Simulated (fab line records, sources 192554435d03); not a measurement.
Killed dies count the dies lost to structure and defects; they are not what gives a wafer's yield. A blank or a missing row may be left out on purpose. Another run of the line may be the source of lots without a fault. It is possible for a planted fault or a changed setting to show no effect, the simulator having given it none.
fab line records	flow n5Finfet
record lots=7	wafers=21
route steps=1938 shown SDB@353 HKMG_FIN@386 GATE_CUT@493 BEOL_M0_SAQP@636
startH: start of the lot's first displayed wafer, in hours after the record's first day	waitH: hours elapsed since this lot's preceding step	" unchanged from the row above	L1.1+2: one row covering several wafers at once	- value missing, or start not given	* or withheld: withheld	< > ~ a bound
route shown NAME@n: NAME is a module with steps in the file, n the number in the route of the first one	usual: mean/standard deviation of fault-free wafers	same: alike in all rows	chamber/n: place in a boat	sites: each site's reading	_std_site: standard deviation of those values	_edge_site: inner sites' mean taken away from outer sites' mean	radiusMm: how far each site lies from the wafer's centre	mask NAME#n: copy n	behind: the last tool/chamber to shape the wafer	hold: why the lot went on hold/how many hours it stayed there/how the hold came to an end	device: names the non-switching transistor (n, p or np)	end of line: at the end of the route, the tests of the same wafers	step lacking rows: just its recipe	killed: at the first sort, the dies lost to defects and structure; wafer yield is something else	map: a wafer's dies, marking killed ones x, the rest . and places with no die _
set.NAME: the setting the step ran with; set.NAME@STEP: the setting that earlier step ran with	model.NAME: the simulator's own value behind a step, which no gauge read
lots run with intentionally changed settings; tables by step, rows by wafer
## steps
# step N5_SDB_EXPOSE_08
# recipe maskId=SDB	na=1.35	sourceShape=conventional	sigmaOuter=0.5	polarization=unpolarized	doseMj=49.6
lot.wafer	tool	chamber	startH	waitH	mask	set.doseMj
L078.2	arfiScanner-01	0	95.64	-	SDB#0	49.6
L078.5+6	"	0	"	"	SDB#0	47.31
L080.2+4+5	arfiScanner-03	0	107.71	-	SDB#0	49.6
L081.1+3	arfiScanner-01	0	111.57	-	SDB#0	51.04
L081.4	"	0	"	"	SDB#0	49.6
L082.1+3	arfiScanner-02	0	123.61	-	SDB#0	47.78
L082.4	"	0	"	"	SDB#0	49.6
L084.1+2+5	arfiScanner-01	0	130.28	-	SDB#0	49.6
L093.3+5	arfiScanner-02	0	179.26	-	SDB#0	50.57
L093.4	"	0	"	"	SDB#0	49.6
L094.2+3+4	arfiScanner-02	0	185.84	-	SDB#0	49.6
# step N5_SDB_PEB_09
# recipe pebTempC=withheld	pebTimeS=60	resist=CAR-ArF
# step N5_SDB_DEVELOP_10
# recipe developTimeS=30	developer=TMAH	resist=CAR-ArF	rinseLiquid=diw	dry=airSpin	devTempC=23
# step N5_SDB_CD_MEAS_11
# recipe targetCdNm=50	landingEnergyEv=500	detector=seInlens	polarity=opening
# usual cdNm=49.9/1.1
lot.wafer	tool	chamber	startH	waitH	set.doseMj@SDB_EXPOSE_08	cdNm
L078.2	cdSem-03	0	95.76	-	49.6	50.1
L078.5	"	0	"	"	47.31	44.0
L078.6	"	0	"	"	47.31	43.4
L080.2	cdSem-01	0	107.83	-	49.6	49.7
L080.4	"	0	"	"	49.6	49.0
L080.5	"	0	"	"	49.6	48.8
L081.1	cdSem-02	0	111.70	-	51.04	54.8
L081.3	"	0	"	"	51.04	51.0
L081.4	"	0	"	"	49.6	49.9
L082.1	cdSem-03	0	123.73	-	47.78	44.9
L082.3	"	0	"	"	47.78	45.6
L082.4	"	0	"	"	49.6	49.6
L084.1	cdSem-01	0	130.41	-	49.6	49.1
L084.2	"	0	"	"	49.6	51.4
L084.5	"	0	"	"	49.6	50.8
L093.3	cdSem-02	0	179.38	-	50.57	51.9
L093.4	"	0	"	"	49.6	51.0
L093.5	"	0	"	"	50.57	53.3
L094.2	cdSem-03	0	185.96	-	49.6	50.0
L094.3	"	0	"	"	49.6	51.1
L094.4	"	0	"	"	49.6	50.8
# step N5_SDB_DESCUM_16
# recipe chemistry=O2	timeS=7.9	sourcePowerW=50	biasPowerW=20	pressureMtorr=20	rfFrequencyHz=2.712e+07	tempC=40	resist=CAR-ArF	o2FlowSccm=225
# step N5_SDB_ETCH_17
# recipe chemistry=CF4	target=SiARC	targetDepthA=234	maskMaterial=CAR-ArF	timeS=39	ionEnergyEv=80	pressureMtorr=40	sourceW=545	biasW=36	Ar_flow_sccm=100	cf4FlowSccm=100	ends=cleared
lot.wafer	tool	chamber	startH	waitH	set.spinRpm@SDB_COAT_05	model.CAR-ArF_of_SDB_COAT_05.thkNm
L078.2	rieDiel-01	0	96.05	0.0	1623	63.4
L078.5	"	3	"	"	1500	67
L078.6	"	2	"	"	1500	67.2
L080.2	rieDiel-03	0	107.95	0.0	1614	63.4
L080.4	"	1	"	"	1614	62.8
L080.5	"	2	"	"	1500	66.4
L081.1+4	rieDiel-01	2,1	112.27	0.0	1500	67.2
L081.3	"	3	"	"	1500	67.4
L082.1	rieDiel-03	1	123.87	0.0	1379	70.4
L082.3+4	"	3	"	"	1379	70.6
L084.1	rieDiel-01	2	130.53	0.0	1500	66.8
L084.2	"	0	"	"	1585	64
L084.5	"	3	"	"	1585	63.8
L093.3	rieDiel-01	1	180.77	0.0	1500	66.6
L093.4+5	"	0,3	"	"	1500	66.8
L094.2+3+4	rieDiel-01	1,3,2	186.09	0.0	1500	66
# step N5_HKMG_FIN_HK_ALD_01
# recipe material=HfO2	targetThkA=16	tempC=withheld	aldPrecursorFamily=HfCl4	aldCoReactant=H2O	pulseTimeS=3	purgeTimeS=3	coReactantPurgeTimeS=2.5	coReactantPulseTimeS=0.3	aldCycles=30
lot.wafer	tool	chamber	startH	waitH	set.aldCycles
L078.2+5	aldHk-02	0,3	100.54	0.0	30
L078.6	"	2	"	"	34
L080.2+4+5	aldHk-01	0,3,1	112.35	0.0	30
L081.1+3+4	aldHk-01	3,2,1	116.67	0.0	30
L082.1+3+4	aldHk-03	1,2,3	128.30	0.0	30
L084.1+2+5	aldHk-03	0,1,2	135.43	0.0	30
L093.3+4	aldHk-02	0,2	186.07	0.0	30
L093.5	"	1	"	"	28
L094.2+3+4	aldHk-01	2,1,0	190.80	0.0	30
# step N5_HKMG_FIN_COAT_43
# recipe resist=CAR-ArF	spinRpm=1500	resistThkNm=90
lot.wafer	tool	chamber	startH	waitH	set.spinRpm	model.CAR-ArF_of_HKMG_FIN_COAT_43.thkNm
L078.2+6	lithoTrack-04	0	-	-	1422	92.4
L078.5	"	0	"	"	1500	89.8
L080.2	lithoTrack-02	0	-	-	1562	88.4
L080.4+5	"	0	"	"	1500	90.4
L081.1	lithoTrack-01	0	-	-	1500	90.2
L081.3	"	0	"	"	1334	95.4
L081.4	"	0	"	"	1334	95.8
L082.1	lithoTrack-01	0	-	-	1356	94.6
L082.3+4	"	0	"	"	1500	90.2
L084.1	lithoTrack-04	0	-	-	1443	92
L084.2	"	0	"	"	1443	92.2
L084.5	"	0	"	"	1500	90.4
L093.3	lithoTrack-04	0	-	-	1500	90.4
L093.4	"	0	"	"	1500	90.6
L093.5	"	0	"	"	1612	87.4
L094.2	lithoTrack-02	0	-	-	1500	90
L094.3+4	"	0	"	"	1500	89.8
# step N5_HKMG_FIN_EBR_45
# recipe solvent=PGMEA	ebrWidthMm=1.5
# step N5_HKMG_FIN_SOFTBAKE_44
# recipe tempC=110	timeS=60	resist=CAR-ArF
# step N5_HKMG_FIN_EXPOSE_46
# recipe maskId=NDIPOLE	na=1.35	sourceShape=conventional	sigmaOuter=0.8	polarization=unpolarized	doseMj=40
# step N5_HKMG_FIN_PEB_47
# recipe pebTempC=withheld	pebTimeS=60	resist=CAR-ArF
# step N5_HKMG_FIN_DEVELOP_48
# recipe developTimeS=30	developer=TMAH	resist=CAR-ArF	rinseLiquid=diw	dry=airSpin	devTempC=23
lot.wafer	tool	chamber	startH	waitH	set.spinRpm@HKMG_FIN_COAT_43	model.CAR-ArF_of_HKMG_FIN_COAT_43.thkNm
L078.2+6	lithoTrack-02	0	-	-	1422	90.6
L078.5	"	0	"	"	1500	88
L080.2	lithoTrack-01	0	-	-	1562	86.6
L080.4+5	"	0	"	"	1500	88.6
L081.1	lithoTrack-04	0	-	-	1500	88.6
L081.3	"	0	"	"	1334	93.8
L081.4	"	0	"	"	1334	94.2
L082.1	lithoTrack-01	0	-	-	1356	93
L082.3+4	"	0	"	"	1500	88.6
L084.1	lithoTrack-04	0	-	-	1443	90.2
L084.2	"	0	"	"	1443	90.4
L084.5	"	0	"	"	1500	88.8
L093.3	lithoTrack-02	0	-	-	1500	88.6
L093.4	"	0	"	"	1500	88.8
L093.5	"	0	"	"	1612	85.8
L094.2+3+4	lithoTrack-02	0	-	-	1500	88.2
# step N5_HKMG_FIN_DESCUM_53
# recipe chemistry=O2	timeS=7.9	sourcePowerW=50	biasPowerW=20	pressureMtorr=20	rfFrequencyHz=2.712e+07	tempC=40	resist=CAR-ArF	o2FlowSccm=225
lot.wafer	tool	chamber	startH	waitH	set.spinRpm@HKMG_FIN_COAT_43	model.CAR-ArF_of_HKMG_FIN_COAT_43.thkNm
L078.2+6	rieDiel-03	3,2	101.59	0.0	1422	85.8
L078.5	"	1	"	"	1500	83.2
L080.2	rieDiel-06	3	113.40	0.0	1562	81.8
L080.4+5	"	1,3	"	"	1500	83.8
L081.1	rieDiel-01	3	117.71	0.0	1500	83.8
L081.3	"	0	"	"	1334	89
L081.4	"	1	"	"	1334	89.2
L082.1	rieDiel-03	3	129.47	0.1	1356	88
L082.3	"	1	"	"	1500	83.8
L082.4	"	3	"	"	1500	83.6
L084.1	rieDiel-03	3	136.82	0.4	1443	85.4
L084.2	"	1	"	"	1443	85.6
L084.5	"	2	"	"	1500	84
L093.3+4	rieDiel-06	3,1	187.09	0.0	1500	83.8
L093.5	"	0	"	"	1612	81
L094.2+3	rieDiel-03	2,0	191.75	0.0	1500	83.4
L094.4	"	1	"	"	1500	83.2
# step N5_HKMG_FIN_ETCH_54
# recipe chemistry=CF4	target=SiARC	targetDepthA=455	maskMaterial=CAR-ArF	timeS=75.8	ionEnergyEv=80	pressureMtorr=40	sourceW=545	biasW=36	Ar_flow_sccm=100	cf4FlowSccm=100	ends=cleared
# step N5_HKMG_FIN_ETCH_55
# recipe chemistry=N2/H2	target=SOC	targetDepthA=2400	tempC=40	timeS=300	ionEnergyEv=200	maskMaterial=SiARC	pressureMtorr=30	sourceW=840	biasW=150	n2FlowSccm=200	h2FlowSccm=200
# step N5_HKMG_FIN_WET_ETCH_82
# recipe chemistry=dHCl	mix=1:10000	tempC=25	target=La2O3	stopOn=HfO2	targetDepthNm=2	dry=ipaMarangoni	rinseTimeS=30	rinseTempC=23
# step N5_HKMG_FIN_ALD_36
# recipe material=TiN	targetThkA=10	tempC=400	aldPrecursorFamily=TiCl4	aldCoReactant=NH3	pulseTimeS=1	purgeTimeS=3	coReactantPurgeTimeS=2	coReactantPulseTimeS=2	aldCycles=47	pressureTorr=3
# step N5_HKMG_FIN_THK_MEAS_70
# recipe thkMeasGauge=xrf	reads=HfO2_of_HKMG_FIN_HK_ALD_01
# usual HK_THK=1.601/0.024
lot.wafer	tool	chamber	startH	waitH	set.aldCycles@HKMG_FIN_HK_ALD_01	HK_THK[nm]
L078.2	filmMetro-02	-	104.00	0.2	30	1.600
L078.5	"	-	"	"	30	1.604
L078.6	"	-	"	"	34	1.795
L080.2	filmMetro-01	-	115.84	0.2	30	1.620
L080.4	"	-	"	"	30	1.600
L080.5	"	-	"	"	30	1.606
L081.1	filmMetro-01	-	120.12	0.2	30	1.603
L081.3	"	-	"	"	30	1.611
L081.4	"	-	"	"	30	1.629
L082.1	filmMetro-01	-	131.88	0.2	30	1.636
L082.3	"	-	"	"	30	1.602
L082.4	"	-	"	"	30	1.599
L084.1	filmMetro-02	-	139.31	0.2	30	1.636
L084.2	"	-	"	"	30	1.608
L084.5	"	-	"	"	30	1.615
L093.3	filmMetro-01	-	189.66	0.2	30	1.605
L093.4	"	-	"	"	30	1.590
L093.5	"	-	"	"	28	1.507
L094.2	filmMetro-02	-	194.15	0.2	30	1.613
L094.3	"	-	"	"	30	1.592
L094.4	"	-	"	"	30	1.631
# step N5_GATE_CUT_ETCH_37
# recipe chemistry=N2/H2	target=SOC	targetDepthA=600	overetchA=120	maskMaterial=SiARC	tempC=40	timeS=90	ionEnergyEv=200	pressureMtorr=30	sourceW=840	biasW=150	n2FlowSccm=200	h2FlowSccm=200
# usual rfVppV=524.0/2.1
lot.wafer	tool	chamber	startH	waitH	set.biasW	rfVppV	model.SiARC_of_GATE_CUT_COAT_35.thkNm
L078.2	rieDiel-04	0	113.37	0.0	157.3	537.4	5.6
L078.5	"	2	"	"	150	525.7	6
L078.6	"	1	"	"	150	523.7	6
L080.2	rieDiel-05	3	125.36	0.0	163.7	556.7	5.6
L080.4	"	2	"	"	163.7	553.1	5.6
L080.5	"	0	"	"	163.7	553.9	5.8
L081.1	rieDiel-05	1	129.74	0.0	150	523.1	6
L081.3	"	2	"	"	130.7	481.0	6.8
L081.4	"	3	"	"	150	527.3	6.2
L082.1	rieDiel-04	1	141.32	0.0	158.4	545.0	5.6
L082.3	"	2	"	"	150	525.5	6
L082.4	"	3	"	"	150	525.4	5.8
L084.1	rieDiel-02	3	149.26	0.0	150	522.8	5.8
L084.2	"	1	"	"	150	520.1	6.2
L084.5	"	1	"	"	157.7	535.2	6
L093.3	rieDiel-04	3	199.06	0.0	175.8	582.0	5
L093.4	"	1	"	"	175.8	580.5	5.2
L093.5	"	2	"	"	150	524.5	5.8
L094.2	rieDiel-04	3	203.35	0.0	150	524.2	6
L094.3	"	0	"	"	150	520.7	6
L094.4	"	2	"	"	150	525.7	6
# step N5_GATE_CUT_CUT_ETCH_54
# recipe chemistry=Cl2/BCl3	target=TiN	maskMaterial=SiO2	targetDepthA=967	pressureMtorr=10	icpW=1000	biasW=126	Cl2_flow_sccm=53.25	bcl3FlowSccm=21.75	Ar_flow_sccm=25	ends=cleared
# usual etchRfOnTimeS=36.4/0.44
lot.wafer	tool	chamber	startH	waitH	set.icpW	etchRfOnTimeS
L078.2	rieMetal-01	0	113.74	0.0	821.5	44.2
L078.5	"	1	"	"	821.5	43.3
L078.6	"	0	"	"	1000	37.4
L080.2	rieMetal-01	0	125.73	0.0	1051	35.2
L080.4	"	1	"	"	1051	34.8
L080.5	"	1	"	"	1000	36.4
L081.1	rieMetal-02	0	130.11	0.0	1000	36.2
L081.3	"	1	"	"	1066	34.7
L081.4	"	0	"	"	1066	33.9
L082.1	rieMetal-03	1	141.69	0.0	1000	36.4
L082.3	"	0	"	"	1000	36.8
L082.4	"	1	"	"	1000	36.9
L084.1	rieMetal-01	0	149.64	0.0	1000	36.7
L084.2	"	1	"	"	903.6	39.2
L084.5	"	0	"	"	903.6	39.9
L093.3	rieMetal-02	1	199.45	0.0	1000	36.8
L093.4	"	0	"	"	840.8	41.8
L093.5	"	1	"	"	1000	37.1
L094.2	rieMetal-01	1	203.72	0.0	1000	35.9
L094.3	"	1	"	"	1000	35.6
L094.4	"	0	"	"	1000	36.7
# step N5_BEOL_M0_SAQP_PECVD_96
# recipe material=a-Si	targetThkA=450	tempC=350	precursor=SiH4/He	pressureTorr=3	rfW=100	timeS=45.2
lot.wafer	tool	chamber	startH	waitH	set.timeS	model.a-Si_of_BEOL_M0_SAQP_PECVD_96.thkNm
L078.2	pecvd-01	1	136.76	0.0	47.58	47.2
L078.5	"	1	"	"	45.2	45.8
L078.6	"	0	"	"	47.58	47
L080.2	pecvd-04	0	148.72	0.0	49.28	48
L080.4	"	2	"	"	45.2	44.2
L080.5	"	0	"	"	45.2	45
L081.1+4	pecvd-01	1,0	153.91	0.0	45.2	45.6
L081.3	"	2	"	"	38.52	38.6
L082.1	pecvd-02	1	163.03	0.0	45.2	45.4
L082.3	"	0	"	"	50.8	50.8
L082.4	"	1	"	"	45.2	46
L084.1	pecvd-02	0	171.76	0.0	45.2	43.8
L084.2	"	1	"	"	47.83	47.2
L084.5	"	1	"	"	45.2	45.6
L093.3	pecvd-02	1	219.54	0.0	41.22	41.4
L093.4	"	2	"	"	45.2	44.6
L093.5	"	1	"	"	45.2	45.4
L094.2	pecvd-01	0	225.10	0.0	45.2	44.8
L094.3	"	1	"	"	45.2	44.6
L094.4	"	2	"	"	45.2	45.6
## key
split step=N5_SDB_EXPOSE_08	setting=doseMj	stated=49.6	by=wafer
response step=N5_SDB_CD_MEAS_11	reading=cdNm	change=+1.22	per=1%	r=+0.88
split step=N5_HKMG_FIN_HK_ALD_01	setting=aldCycles	stated=30	by=wafer
response step=N5_HKMG_FIN_THK_MEAS_70	reading=HK_THK	change=+0.0143	per=1%	r=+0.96
split step=N5_HKMG_FIN_COAT_43	setting=spinRpm	stated=1500	by=wafer
response step=N5_HKMG_FIN_COAT_43	reading=model.CAR-ArF_of_HKMG_FIN_COAT_43.thkNm	change=-0.466	per=1%	r=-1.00
response step=N5_HKMG_FIN_DEVELOP_48	reading=model.CAR-ArF_of_HKMG_FIN_COAT_43.thkNm	change=-0.459	per=1%	r=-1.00
response step=N5_HKMG_FIN_DESCUM_53	reading=model.CAR-ArF_of_HKMG_FIN_COAT_43.thkNm	change=-0.451	per=1%	r=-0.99
split step=N5_GATE_CUT_ETCH_37	setting=biasW	stated=150	by=wafer
response step=N5_GATE_CUT_ETCH_37	reading=rfVppV	change=+3.29	per=1%	r=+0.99
response step=N5_GATE_CUT_ETCH_37	reading=model.SiARC_of_GATE_CUT_COAT_35.thkNm	change=-0.0455	per=1%	r=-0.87
split step=N5_GATE_CUT_CUT_ETCH_54	setting=icpW	stated=1000	by=wafer
response step=N5_GATE_CUT_CUT_ETCH_54	reading=etchRfOnTimeS	change=*	per=1%	r=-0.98
split step=N5_BEOL_M0_SAQP_PECVD_96	setting=timeS	stated=45.2	by=wafer
response step=N5_BEOL_M0_SAQP_PECVD_96	reading=model.a-Si_of_BEOL_M0_SAQP_PECVD_96.thkNm	change=+0.423	per=1%	r=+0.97
split outsideThisFile step=N5_SDB_COAT_05 setting=spinRpm
# split outsideThisFile: this setting was split too, and the file shows its column; the key of that split is in another file
